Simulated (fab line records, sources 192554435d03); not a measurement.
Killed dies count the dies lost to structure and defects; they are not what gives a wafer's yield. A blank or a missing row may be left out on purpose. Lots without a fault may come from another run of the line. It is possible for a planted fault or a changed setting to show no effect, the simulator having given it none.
fab line records	flow n5_finfet
record: lots: 8	wafers: 24	last_day: 17
route steps=1938 shown BEOL_M4@1111 BEOL_M8@1369 PASSIVATION@1936
lots untouched by any fault: they come from a run of this same line in which no faults occurred
start_h: hours from the record's first day to the start of the lot's first wafer shown	wait_h: hours since the lot's step before	" the same as in the row above	L1.1+2: several wafers, shown together as one row	- no value, or no start given	* or withheld: withheld	< > ~ a bound
route shown NAME@n: NAME is a module with steps in the file, n the number in the route of the first one	usual: mean/standard deviation of fault-free wafers	same: alike in all rows	chamber/n: place in a boat	sites: readings site by site	_std_site: their standard deviation	_edge_site: the outer-site mean with the inner-site mean subtracted	radius_mm: for every site, how far away it sits from the centre of the wafer	mask NAME#n: copy n	behind: the tool/chamber that last shaped the wafer	hold: what put the lot on hold/how long, in hours/how the hold closed	device: whichever transistor did not switch (one of n, p or np)	end of line: the route-end tests of the same wafers	for a step that has no rows: nothing shown but its recipe	killed: not the wafer's yield, but the dies lost to structure and defects at the first sort	map: a wafer's dies, marking killed ones x, the rest . and places with no die _
set.NAME: the run value of the setting; set.NAME@STEP: its run value at that earlier step	model.NAME: the simulator's own value behind a step, which no gauge read
route steps across a sampled set of lots; one table per step, one row per wafer
services: from which hour (start_h, from the record's first day; less than 0 if before it) a tool's chamber was out of use, for how many hours, and why
== steps ==
step: N5_BEOL_M4_RC_MEAS_101
usual: DIBL_N: 35.8/1.6	DIBL_P: 36.0/2.1	IOFF_N: 0.153/0.026	IOFF_P: 0.21/0.037	ION_N: 673/11	ION_P: 462/7.6	SS_N: 71.4/0.53	SS_P: 73.2/0.67	VT_N: 250/3.2	VT_P: -250/3.7
lot.wafer	tool	chamber	start_h	wait_h	DIBL_N[mV/V]	DIBL_P[mV/V]	IOFF_N[nA/um]	IOFF_P[nA/um]	ION_N[uA/um]	ION_P[uA/um]	SS_N[mV/dec]	SS_P[mV/dec]	VT_N[mV]	VT_P[mV]
L494.1	prober-02	0	169.42	0.0	37.3	39.2	0.188	0.26	684	476	70.9	74.0	245	-248
L494.2	"	0	"	"	33.5	33.7	0.117	0.17	662	463	71.1	72.5	256	-251
L494.3	"	0	"	"	37.9	38.8	0.207	0.27	700	476	71.1	74.2	243	-245
L496.1	prober-01	0	191.95	0.0	36.7	38.9	0.176	0.28	693	472	71.4	74.1	250	-243
L496.4	"	0	"	"	37.7	40.2	0.201	0.32	682	477	72.1	74.1	246	-240
L496.5	"	0	"	"	35.7	37.7	0.146	0.26	673	470	71.0	73.2	252	-244
L498.1	prober-01	0	198.14	0.0	37.5	36.1	0.193	0.24	691	468	71.4	73.7	245	-246
L498.5	"	0	"	"	37.4	36.3	0.183	0.25	685	471	70.9	73.9	246	-243
L498.6	"	0	"	"	36.8	35.5	0.180	0.24	697	476	70.6	72.9	245	-243
L505.2	prober-01	0	245.42	0.2	35.2	36.0	0.160	0.18	670	455	71.9	73.3	251	-252
L505.3	"	0	"	"	37.1	39.2	0.186	0.24	670	452	71.4	74.0	246	-250
L505.4	"	0	"	"	36.0	37.5	0.160	0.22	675	460	71.9	73.7	249	-251
L513.3	prober-01	0	289.61	0.3	36.5	36.6	0.159	0.20	669	459	71.4	73.7	253	-251
L513.5	"	0	"	"	37.5	37.0	0.174	0.21	680	464	72.2	73.4	250	-249
L513.6	"	0	"	"	34.7	35.0	0.136	0.18	661	460	70.6	72.9	253	-254
L515.1	prober-02	0	302.40	0.0	37.5	38.2	0.156	0.21	668	458	71.6	73.6	251	-251
L515.2	"	0	"	"	38.3	39.0	0.157	0.24	672	469	71.8	74.3	252	-250
L515.4	"	0	"	"	38.3	38.8	0.167	0.22	674	458	71.5	73.8	248	-249
L516.4	prober-01	0	302.60	0.5	33.2	32.0	0.110	0.15	664	457	70.9	71.6	256	-254
L516.5	"	0	"	"	34.2	32.8	0.118	0.15	667	458	71.0	72.4	253	-256
L516.6	"	0	"	"	37.3	37.4	0.188	0.24	685	467	71.0	73.3	246	-250
L517.1	prober-01	0	306.13	0.0	38.3	36.3	0.182	0.21	675	454	71.5	73.9	248	-251
L517.2	"	0	"	"	34.6	32.5	0.124	0.17	668	456	71.3	72.6	254	-253
L517.6	"	0	"	"	35.0	33.8	0.136	0.18	665	461	71.1	73.1	249	-253
step: N5_BEOL_M8_ETCH_72
recipe: chemistry: N2/H2	target: underlayer	target_depth_a: 65	mask_material: CAR-EUV	time_s: 5.2	ion_energy_ev: 200	pressure_mtorr: 30	source_w: 840	bias_w: 150	n2_flow_sccm: 200	h2_flow_sccm: 200	ends: cleared
usual: drypump_motor_current_A: 5.7/0.54	etch_rf_on_time_s: 5.21/0.097	oes_product_au: 0.67/0.077	rf_vpp_V: 524.3/2.3	showerhead_plenum_p_Torr: 2.55/0.076	throttle_valve_pct: 17.85/0.23
lot.wafer	tool	chamber	start_h	wait_h	drypump_motor_current_A	etch_rf_on_time_s	oes_product_au	rf_hours_counter_h	rf_vpp_V	showerhead_plenum_p_Torr	throttle_valve_pct
L494.1	rie_diel-06	0	199.20	0.0	5.0	5.16	0.72	54	521.5	2.48	17.81
L494.2	"	1	"	"	5.2	5.30	0.64	157	522.7	2.53	17.64
L494.3	"	3	"	"	5.8	5.17	0.62	168	523.5	2.54	18.07
L496.1	rie_diel-01	2	227.78	0.0	6.1	5.20	0.61	205	526.9	2.64	18.16
L496.4	"	0	"	"	5.2	5.22	0.69	79	524.5	2.45	17.71
L496.5	"	0	"	"	5.1	5.26	0.69	-	519.2	2.45	17.68
L498.1	rie_diel-06	2	228.76	0.0	6.6	5.39	0.57	244	527.6	2.60	17.90
L498.5	"	1	"	"	5.2	5.32	0.63	-	524.5	2.53	17.64
L498.6	"	2	"	"	6.6	5.39	0.58	-	523.0	2.60	17.89
L505.2	rie_diel-06	1	284.08	0.0	5.2	5.31	0.62	186	525.3	2.52	17.69
L505.3	"	2	"	"	6.6	5.26	0.81	7	526.8	2.59	17.52
L505.4	"	0	"	"	4.9	5.17	0.69	83	522.2	2.47	17.88
L513.3	rie_diel-05	3	323.35	0.0	5.7	5.29	0.67	105	524.6	2.66	17.59
L513.5	"	2	"	"	5.1	5.00	0.81	-	524.9	2.61	17.85
L513.6	"	1	"	"	5.8	5.10	0.64	-	528.7	2.65	18.09
L516.4	rie_diel-05	2	337.34	0.0	5.1	5.01	0.81	17	523.9	2.61	17.84
L516.5	"	1	"	"	5.8	5.25	0.63	-	527.6	2.65	18.10
L516.6	"	0	"	"	6.6	5.11	0.78	-	522.6	2.48	17.61
L515.1	rie_diel-05	3	339.53	0.0	5.7	5.20	0.66	109	527.0	2.66	17.61
L515.2	"	0	"	"	6.6	5.07	0.76	37	523.3	2.48	17.60
L515.4	"	2	"	"	5.1	5.00	0.81	18	527.0	2.61	17.85
L517.1	rie_diel-01	3	345.39	0.0	5.2	5.15	0.81	6	526.3	2.59	17.81
L517.2	"	0	"	"	5.1	5.36	0.65	122	521.3	2.43	17.79
L517.6	"	2	"	"	6.1	5.27	0.60	-	525.0	2.62	18.24
step: N5_BEOL_M8_TRENCH_ETCH_37
recipe: chemistry: C4F6/O2	target_depth_a: 934.78	target: SiCOH_lowk	time_s: 31.2	ion_energy_ev: 250	pressure_mtorr: 30	source_w: 345	bias_w: 185	Ar_flow_sccm: 300	C4F6_flow_sccm: 10	O2_flow_sccm: 10
usual: drypump_motor_current_A: 5.7/0.55	oes_f_703_au: 0.78/0.084	oes_o_777_au: 0.79/0.086	oes_product_au: 0.79/0.093	rf_vpp_V: 672/9.7	run_length_s: 54.6/0.47	showerhead_plenum_p_Torr: 2.86/0.081	throttle_valve_pct: 20.98/0.21
lot.wafer	tool	chamber	start_h	wait_h	drypump_motor_current_A	oes_f_703_au	oes_o_777_au	oes_product_au	rf_hours_counter_h	rf_vpp_V	run_length_s	showerhead_plenum_p_Torr	throttle_valve_pct
L494.1	rie_diel-06	0	199.44	-	4.9	0.84	0.86	0.83	54	676	54.6	2.76	20.85
L494.2	"	1	"	"	5.2	0.74	0.75	0.74	157	660	55.1	2.86	20.87
L494.3	"	3	"	"	5.8	0.74	0.74	0.72	168	665	55.0	2.82	21.07
L496.1	rie_diel-01	2	228.02	-	6.1	0.75	0.75	0.72	205	662	55.1	2.93	21.07
L496.4	"	0	"	"	5.1	0.78	0.78	0.80	79	684	54.1	2.77	21.01
L496.5	"	0	"	"	5.2	0.78	0.78	0.82	-	684	53.9	2.77	20.99
L498.1	rie_diel-06	2	229.00	-	6.6	0.68	0.69	0.69	244	676	54.9	2.92	21.13
L498.5	"	1	"	"	5.2	0.72	0.74	0.74	-	660	54.9	2.85	20.87
L498.6	"	2	"	"	6.6	0.68	0.70	0.69	-	676	55.0	2.92	21.12
L505.2	rie_diel-06	1	284.32	-	5.2	0.72	0.72	0.72	186	660	54.7	2.85	20.92
L505.3	"	2	"	"	6.6	0.93	0.96	0.95	7	676	54.8	2.91	20.81
L505.4	"	0	"	"	4.9	0.79	0.83	0.79	83	676	74.6	2.75	20.90
L513.3	rie_diel-05	3	323.59	-	5.7	0.77	0.75	0.79	105	666	55.7	2.97	20.66
L513.5	"	2	"	"	5.1	0.92	0.92	0.96	-	684	54.3	2.94	21.09
L513.6	"	1	"	"	5.8	0.74	0.74	0.74	-	691	55.0	2.95	21.14
L516.4	rie_diel-05	2	337.58	-	5.1	0.92	0.92	0.95	17	685	54.4	2.94	21.10
L516.5	"	1	"	"	5.7	0.73	0.73	0.73	-	691	54.5	2.95	21.12
L516.6	"	0	"	"	6.6	0.89	0.89	0.90	-	668	54.9	2.81	20.70
L515.1	rie_diel-05	3	339.76	-	5.7	0.77	0.75	0.78	109	666	55.3	2.97	20.67
L515.2	"	0	"	"	6.6	0.89	0.89	0.90	37	666	54.5	2.81	20.72
L515.4	"	2	"	"	5.1	0.92	0.91	0.95	18	682	54.4	2.94	21.10
L517.1	rie_diel-01	3	345.62	-	5.3	0.95	0.96	0.96	6	677	54.0	2.92	21.09
L517.2	"	0	"	"	5.2	0.74	0.73	0.77	122	683	53.8	2.75	21.07
L517.6	"	2	"	"	6.1	0.71	0.72	0.69	-	660	54.6	2.91	21.14
step: N5_BEOL_M8_OCD_MEAS_38
usual: trench_depth_nm: 92.8/1.4
lot.wafer	tool	chamber	start_h	wait_h	trench_depth_nm
L494.1	ocd-02	-	199.60	-	93.2
L494.2	"	-	"	"	92.5
L494.3	"	-	"	"	92.5
L496.1	ocd-01	-	228.17	-	93.3
L496.4	"	-	"	"	91.4
L496.5	"	-	"	"	91.6
L498.1	ocd-02	-	229.15	-	91.6
L498.5	"	-	"	"	92.1
L498.6	"	-	"	"	91.2
L505.2	ocd-01	-	284.47	-	92.6
L505.3	"	-	"	"	91.8
L505.4	"	-	"	"	153.3
L513.3	ocd-02	-	323.76	-	93.6
L513.5	"	-	"	"	96.3
L513.6	"	-	"	"	93.6
L516.4	ocd-01	-	337.74	-	94.7
L516.5	"	-	"	"	91.4
L516.6	"	-	"	"	94.7
L515.1	ocd-02	-	339.92	-	92.5
L515.2	"	-	"	"	94.0
L515.4	"	-	"	"	94.9
L517.1	ocd-01	-	345.78	-	94.3
L517.2	"	-	"	"	92.5
L517.6	"	-	"	"	92.0
step: N5_BEOL_M8_CURE_75
recipe: temp_c: 370	time_s: 120	ambient: DMADMS/He	material: SiCOH_lowk
usual: lamp_power_pct: 52.31/0.05	wafer_temp_C_max: 371.9/0.74
lot.wafer	tool	chamber	start_h	wait_h	lamp_power_pct	wafer_temp_C_max
L494.1	uv_cure-01	2	199.90	0.2	52.22	372.3
L494.2	"	2	"	"	52.39	372.2
L494.3	"	2	"	"	52.37	371.9
L496.1	uv_cure-02	2	228.38	0.0	52.35	371.7
L496.4	"	2	"	"	52.31	371.9
L496.5	"	2	"	"	52.27	371.4
L498.1	uv_cure-01	1	229.36	0.0	52.37	372.7
L498.5	"	1	"	"	52.20	372.3
L498.6	"	1	"	"	52.34	372.2
L505.2	uv_cure-02	2	284.72	0.1	52.31	371.5
L505.3	"	2	"	"	52.26	371.3
L505.4	"	2	"	"	52.31	371.6
L513.3	uv_cure-03	1	324.05	0.1	52.32	371.0
L513.5	"	1	"	"	52.33	371.3
L513.6	"	1	"	"	52.22	371.1
L516.4	uv_cure-03	0	338.23	0.3	52.39	371.5
L516.5	"	0	"	"	52.37	371.6
L516.6	"	0	"	"	52.25	372.5
L515.1	uv_cure-02	1	340.12	0.0	52.37	371.5
L515.2	"	1	"	"	52.27	371.0
L515.4	"	1	"	"	52.24	371.4
L517.1	uv_cure-03	2	345.98	0.0	52.31	372.5
L517.2	"	2	"	"	52.29	372.8
L517.6	"	2	"	"	52.31	373.3
step: N5_BEOL_M8_DEGAS_44
recipe: ambient: vacuum	temp_c: 250	time_s: 60
usual: heater_power_w: 342/30
lot.wafer	tool	chamber	start_h	wait_h	heater_power_w
L494.1	pvd_sputter-03	-	200.30	0.3	283
L494.2	"	-	"	"	317
L494.3	"	-	"	"	350
L496.1	pvd_sputter-02	-	229.00	0.6	339
L496.4	"	-	"	"	346
L496.5	"	-	"	"	345
L498.1	pvd_sputter-01	-	229.96	0.6	320
L498.5	"	-	"	"	327
L498.6	"	-	"	"	299
L505.2	pvd_sputter-01	-	285.02	0.3	387
L505.3	"	-	"	"	295
L505.4	"	-	"	"	322
L513.3	pvd_sputter-02	-	325.35	1.2	360
L513.5	"	-	"	"	362
L513.6	"	-	"	"	338
L516.4	pvd_sputter-01	-	338.61	0.3	321
L516.5	"	-	"	"	384
L516.6	"	-	"	"	369
L515.1	pvd_sputter-01	-	340.45	0.3	378
L515.2	"	-	"	"	380
L515.4	"	-	"	"	301
L517.1	pvd_sputter-01	-	346.51	0.5	381
L517.2	"	-	"	"	364
L517.6	"	-	"	"	288
step: N5_BEOL_M8_THK_MEAS_53
recipe: thk_meas_gauge: xrf	reads: Cu_of_BEOL_M8_ECD_50
usual: M8_THK: 79.1/1.8
lot.wafer	tool	chamber	start_h	wait_h	M8_THK[nm]
L494.1	film_metro-01	-	202.34	-	78.1
L494.2	"	-	"	"	77.4
L494.3	"	-	"	"	78.3
L496.1	film_metro-02	-	230.70	-	77.5
L496.4	"	-	"	"	77.5
L496.5	"	-	"	"	78.4
L498.1	film_metro-01	-	232.20	-	80.0
L498.5	"	-	"	"	78.9
L498.6	"	-	"	"	78.6
L505.2	film_metro-01	-	286.50	-	78.7
L505.3	"	-	"	"	78.0
L505.4	"	-	"	"	140.3
L513.3	film_metro-01	-	327.15	-	81.5
L513.5	"	-	"	"	83.9
L513.6	"	-	"	"	81.2
L516.4	film_metro-01	-	340.03	-	83.7
L516.5	"	-	"	"	77.8
L516.6	"	-	"	"	78.8
L515.1	film_metro-01	-	342.07	-	78.3
L515.2	"	-	"	"	79.7
L515.4	"	-	"	"	79.6
L517.1	film_metro-01	-	348.20	-	79.9
L517.2	"	-	"	"	78.4
L517.6	"	-	"	"	78.4
step: N5_BEOL_M8_RS_MEAS_57
recipe: thk_meas_gauge: four-point-probe	reads: Cu_of_BEOL_M8_ECD_50+Co_of_BEOL_M8_CVD_78+TaN_of_BEOL_M8_ALD_77
usual: M8_RS: 0.290/0.0076
lot.wafer	tool	chamber	start_h	wait_h	M8_RS[ohm/sq]
L494.1	film_metro-02	-	202.47	0.1	0.295
L494.2	"	-	"	"	0.299
L494.3	"	-	"	"	0.294
L496.1	film_metro-01	-	230.84	0.1	0.292
L496.4	"	-	"	"	0.293
L496.5	"	-	"	"	0.289
L498.1	film_metro-01	-	232.33	0.1	0.290
L498.5	"	-	"	"	0.295
L498.6	"	-	"	"	0.295
L505.2	film_metro-01	-	286.67	0.1	0.293
L505.3	"	-	"	"	0.297
L505.4	"	-	"	"	0.152
L513.3	film_metro-02	-	327.28	0.1	0.284
L513.5	"	-	"	"	0.272
L513.6	"	-	"	"	0.284
L516.4	film_metro-01	-	340.17	0.0	0.270
L516.5	"	-	"	"	0.294
L516.6	"	-	"	"	0.290
L515.1	film_metro-02	-	342.20	0.1	0.293
L515.2	"	-	"	"	0.287
L515.4	"	-	"	"	0.288
L517.1	film_metro-01	-	348.33	0.1	0.288
L517.2	"	-	"	"	0.294
L517.6	"	-	"	"	0.295
step: N5_PASSIVATION_PROBE_49
usual: defect_limited_yield: 91.3/1.5	killed_at_M0_to_M3: 33/12	killed_at_M4_up: 13/5.2	killed_at_contacts: 13/6.7	killed_at_front_end: 40/11	killed_at_other: 4.1/2.7	killed_dies: 103/17	killed_on_rim: 14/4.2	killed_open: 69/13	killed_short: 33/8.4	sort_bin_5_function: 5.1/1	sort_bin_6_memory: 3.2/0.62	sort_n_pass: 1077/17	sort_yield_pct: 91.3/1.5
same: gross_dies: 1180	killed_at_back_side: 0	sort_bin_4_leakage[%]: 0	sort_bin_8_speed[%]: 0
lot.wafer	tool	chamber	start_h	wait_h	defect_limited_yield[%]	killed_at_M0_to_M3	killed_at_M4_up	killed_at_contacts	killed_at_front_end	killed_at_other	killed_dies	killed_on_rim	killed_open	killed_short	sort_bin_5_function[%]	sort_bin_6_memory[%]	sort_n_pass	sort_yield_pct[%]
L505.2	prober-01	-	358.59	0.8	91.9	22	12	18	42	1	95	8	63	32	5.0	2.6	1085	91.9
L505.3	prober-01	-	358.64	0.8	88.1	29	6	21	82	2	140	20	97	41	7.8	3.7	1040	88.1
L505.4	prober-01	-	358.69	0.9	26.1	20	786	23	39	4	872	80	66	27	4.4	3.2	308	26.1
killed by level:class
L505.2 MOL_CONTACT_COAG:geometric_particle:open=14 FIN_SAQP:geometric_particle:short=10 FIN_SAQP:geometric_particle:open=8 BEOL_M1:geometric_particle:open=7 BEOL_M2:geometric_particle:open=7 GATE_CUT:geometric_particle:short=6 BEOL_M4:geometric_particle:open=6 MOL_CONTACT_COAG:geometric_particle:short=4
L505.3 STI_FIN_REVEAL:geometric_particle:open=31 MOL_CONTACT_COAG:geometric_particle:open=14 BEOL_M3:geometric_particle:open=11 FIN_SAQP:geometric_particle:short=7 MOL_CONTACT_COAG:geometric_particle:short=7 DUMMY_GATE:geometric_particle:open=6 GATE_CUT:geometric_particle:short=6 FIN_SAQP:geometric_particle:open=5
L505.4 BEOL_M8:area_etch=778 MOL_CONTACT_COAG:geometric_particle:open=20 GATE_CUT:geometric_particle:short=13 STI_FIN_REVEAL:geometric_particle:open=9 BEOL_M2:geometric_particle:open=8 BEOL_M1:geometric_particle:open=5 FIN_SAQP:geometric_particle:open=4 MOL_CONTACT_COAG:geometric_particle:short=3
== services ==
tool	chamber	start_h	hours	kind
uv_cure-02	-	178.60	20.2	repair
uv_cure-03	-	185.94	1.0	pm
rie_diel-01	1	194.65	3.8	repair
rie_diel-05	1	208.51	1.2	repair
rie_diel-05	0	212.49	-	clean
rie_diel-05	0	212.49	-	consumable_replace:focus_ring
rie_diel-05	0	212.49	26.6	scheduled_down
rie_diel-05	0	212.49	26.6	vent_cycle
uv_cure-03	-	219.58	1.7	repair
uv_cure-02	-	220.53	7.5	pm
rie_diel-06	-	229.49	2.8	pm
uv_cure-01	-	230.22	6.0	pm
rie_diel-06	2	245.69	-	clean
rie_diel-06	2	245.69	-	consumable_replace:focus_ring
rie_diel-06	2	245.69	18.1	scheduled_down
rie_diel-05	1	251.98	3.1	repair
uv_cure-02	-	264.74	2.1	pm
pvd_sputter-03	-	279.46	4.2	repair
rie_diel-01	2	285.88	1.5	repair
rie_diel-01	0	288.34	2.1	repair
uv_cure-02	-	303.70	6.0	pm
rie_diel-06	3	325.99	4.0	repair
rie_diel-06	2	334.33	4.9	repair
rie_diel-06	3	343.16	4.0	repair
== key ==
first_sign: step: N5_BEOL_M8_TRENCH_ETCH_37	reading: run_length_s	direction: up	sigmas: 43	usual: *	struck: *
effect: step: N5_BEOL_M8_OCD_MEAS_38	reading: trench_depth_nm	direction: up	sigmas: 42	usual: 92.8	struck: 153.3
effect: step: N5_BEOL_M8_THK_MEAS_53	reading: M8_THK	direction: up	sigmas: 33	usual: 79.1	struck: 140.3
effect: step: N5_BEOL_M8_RS_MEAS_57	reading: M8_RS	direction: down	sigmas: 18	usual: 0.290	struck: 0.152
effect: step: N5_PASSIVATION_PROBE_49	reading: killed_at_M4_up	direction: up	sigmas: 99+	usual: 13	struck: 786
more_kills_born_at: N5_BEOL_M8_TRENCH_ETCH_37@rie_diel-06: 778
met_at N5_BEOL_M8_TRENCH_ETCH_37
struck_lots L505
struck_wafers L505.4
later_rows_left_out L505.4
not_acting_at N5_BEOL_M8_ETCH_72,N5_BEOL_M8_CURE_75,N5_BEOL_M8_DEGAS_44
onset_between 199.44 284.32
fault: kind: process_parameter_drift	tool: rie_diel-06	chamber: 0	onset_h: 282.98	steps: N5_BEOL_M8_TRENCH_ETCH_37	channel: time_s	offset: *	shape: step	end_h: 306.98	acts_in: *	stated: *
later_rows_left_out: the simulator's readings of these wafers behind a module that went badly wrong aren't trusted and aren't shown, but for the sort
